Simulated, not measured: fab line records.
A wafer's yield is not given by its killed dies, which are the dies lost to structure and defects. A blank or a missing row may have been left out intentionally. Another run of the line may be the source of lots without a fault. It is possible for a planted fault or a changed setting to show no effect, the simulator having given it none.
Matching of chambers | flow n5_finfet | rie_diel-03 running N5_BEOL_M13_VIA_ETCH_16: 4 sister chambers
The step etches SiOC in C4F8/O2/Ar, target depth 921.7 nm. 4 wafers are shown with their chamber, then 10 later ones without.

WAFERS PAIRED WITH THEIR CHAMBERS
wafer  | chamber | throttle_valve_pct (%)
L082.2 | 1       | 24.30
L087.5 | 2       | 24.19
L091.1 | 0       | 23.89
L091.2 | 3       | 24.06

WAFERS MISSING THEIR CHAMBER
wafer  | throttle_valve_pct (%)
L091.4 | 24.19
L092.2 | 24.34
L092.4 | 23.87
L092.5 | 23.87
L094.1 | 24.32
L094.2 | 24.08
L094.3 | 23.87
L097.4 | 24.08
L097.5 | 23.90
L097.6 | 23.90

EACH ONE'S CHAMBER
wafer  | from the rows above | in truth
L091.4 | 2                   | 2
L092.2 | 1                   | 1
L092.4 | 0                   | 0
L092.5 | 0                   | 0
L094.1 | 1                   | 1
L094.2 | 3                   | 3
L094.3 | 0                   | 0
L097.4 | 3                   | 3
L097.5 | 0                   | 0
L097.6 | 0                   | 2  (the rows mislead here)
Correct placement for 9 of the 10. Not placeable from these rows: 0. Placed wrongly: 1.
How it was worked out, from the rows above alone: a wafer's distance from a chamber is the root of the sum, over the readings, of the square of ((its reading less the chamber's mean) divided by the reading's scatter). The wafer belongs to the nearest chamber; if the next one is less than 2 further off, it can't be placed. A chamber's mean is the mean of its shown wafers. The scatter: with one shown wafer a chamber, the root of the mean of the squares of how far each hidden wafer lies from its nearest shown one.
